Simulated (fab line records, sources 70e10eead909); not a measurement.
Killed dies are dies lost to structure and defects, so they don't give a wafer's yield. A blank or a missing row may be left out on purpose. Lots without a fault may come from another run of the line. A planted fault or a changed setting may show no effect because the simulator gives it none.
A struck lot beside a sound one | flow nand_harc | 15 steps out of a route of 1302
Sound: wafers L129.1, L129.3, L129.6. Struck: wafer L127.3. (L127.5, L127.6 of the same lot were not struck and are left out.) The cause comes at the end.
At each step with rows: each side's tool, then ch and its chambers, then its first start. Under that, the readings that differ: sound wafers | struck wafers | difference of the means | sigmas: that difference in standard deviations of wafers without a fault.
alike: readings whose means differ by less than 2 such deviations, and words and numbers that are the same on both sides. not compared: withheld readings, readings that some wafer has no value for, bounds like >300 that may hide the same value, and numbers for which the record gives no deviation and whose values overlap.
The two part at a step that has a row with sigmas, a row that says differs or no value, or rows on one side only. Numbers that don't overlap but have no deviation are shown without sigmas and don't part them. A reading that every wafer of one side lacks parts them only if that side has two wafers or more.

NHARC_A_CONTACT_ETCH_128: etches the open film in C4F8/O2/Ar, time 197 s, target depth 1918 nm.
  sound on har_cap_etch-01 ch 0,1, day 26 10:05; struck on har_cap_etch-02 ch 0, day 25 12:01
  not compared: rf_hours_counter_h, run_length_s
NHARC_A_CONTACT_ETCH_129: etches the open film in C4F8/O2/Ar, time 197 s, target depth 1918 nm.
  sound on har_cap_etch-01 ch 0,1, day 26 10:16; struck on har_cap_etch-02 ch 0, day 25 12:12
  not compared: rf_hours_counter_h, run_length_s
then, 2 steps without rows for these wafers: NHARC_A_CONTACT_ETCH_130 (etches the open film in C4F8/O2/Ar, time 197 s, target depth 1918 nm); NHARC_A_CONTACT_ETCH_131 (etches the open film in C4F8/O2/Ar, time 197 s, target depth 1918 nm).
NHARC_A_CONTACT_ETCH_132: etches the open film in C4F8/O2/Ar, time 197 s, target depth 1924 nm.
  sound on har_cap_etch-01 ch 0,1, day 26 10:47; struck on har_cap_etch-02 ch 0, day 25 12:44
  not compared: rf_hours_counter_h, run_length_s
then, 1 step without rows for these wafers: NHARC_A_CONTACT_ETCH_133 (etches the open film in C4F8/O2/Ar, time 374 s, target depth 1610 nm).
NHARC_A_CONTACT_ETCH_91: etches the open film in CH3F/O2, target depth 40 nm, time 85.7 s.
  sound on rie_diel-12 ch 1,3, day 26 11:44; struck on rie_diel-12 ch 2, day 25 13:40
  alike: drypump_motor_current_A, mfc_ar_sccm, oes_product_au, rf_vpp_V, run_length_s, showerhead_plenum_p_Torr, throttle_valve_pct
  not compared: rf_hours_counter_h
NHARC_A_CONTACT_ETCH_97: etches the open film in C4F6/O2, target depth 20 nm, time 10 s.
  sound on rie_diel-12 ch 1,2; struck on rie_diel-12 ch 1
  reading            | sound             | struck | difference | sigmas
  mfc_ar_sccm (sccm) | 499.5 499.5 496.3 | 501.9  | +3.5       | +2
  alike: drypump_motor_current_A, oes_product_au, rf_vpp_V, run_length_s, showerhead_plenum_p_Torr, throttle_valve_pct
  not compared: rf_hours_counter_h
NHARC_A_CONTACT_CD_MEAS_80:
  sound on cd_sem-01, day 26 11:56; struck on cd_sem-01, day 25 13:52
  reading    | sound             | struck | difference | sigmas
  cd_nm (nm) | 290.6 290.3 290.3 | 288.1  | -2.3       | -3
then, 3 steps without rows for these wafers: NHARC_A_CONTACT_STRIP_103 (strips in N2/H2); NHARC_A_CONTACT_STRIP_104 (strips in CF4/CHF3); NHARC_A_CONTACT_STRIP_105 (strips in O2/COS).
NHARC_A_CONTACT_ETCH_106: etches the open film in CF4/O2, target depth 90 nm, overetch 9 nm, time 49.5 s.
  sound on rie_diel-08 ch 1,2, day 26 12:16; struck on rie_diel-12 ch 2, day 25 14:10
  reading                | sound                | struck | difference | sigmas
  run_length_s (s)       | 70.4 70.6 70.6       | 67.2   | -3.3       | -8
  throttle_valve_pct (%) | 13.396 13.397 13.399 | 13.419 | +0.022     | +2
  alike: drypump_motor_current_A, mfc_ar_sccm, oes_product_au, rf_vpp_V, showerhead_plenum_p_Torr
  not compared: rf_hours_counter_h
then, 1 step without rows for these wafers: NHARC_A_CONTACT_STRIP_82 (strips in O2).
-- the record jumps here: 2 days lie between the struck wafers' starts before and after (it left off in module A_CONTACT and takes up again in module END, whose first step shown is number 1302 of the route) --
NHARC_END_SORT_01:
  the record has rows for the struck wafers here (prober-01 ch 0, day 27 20:16) and none for the sound ones

WHERE THEY PART
First at NHARC_A_CONTACT_ETCH_97; last, within this record, at NHARC_END_SORT_01.

WHY: what the simulator had put in
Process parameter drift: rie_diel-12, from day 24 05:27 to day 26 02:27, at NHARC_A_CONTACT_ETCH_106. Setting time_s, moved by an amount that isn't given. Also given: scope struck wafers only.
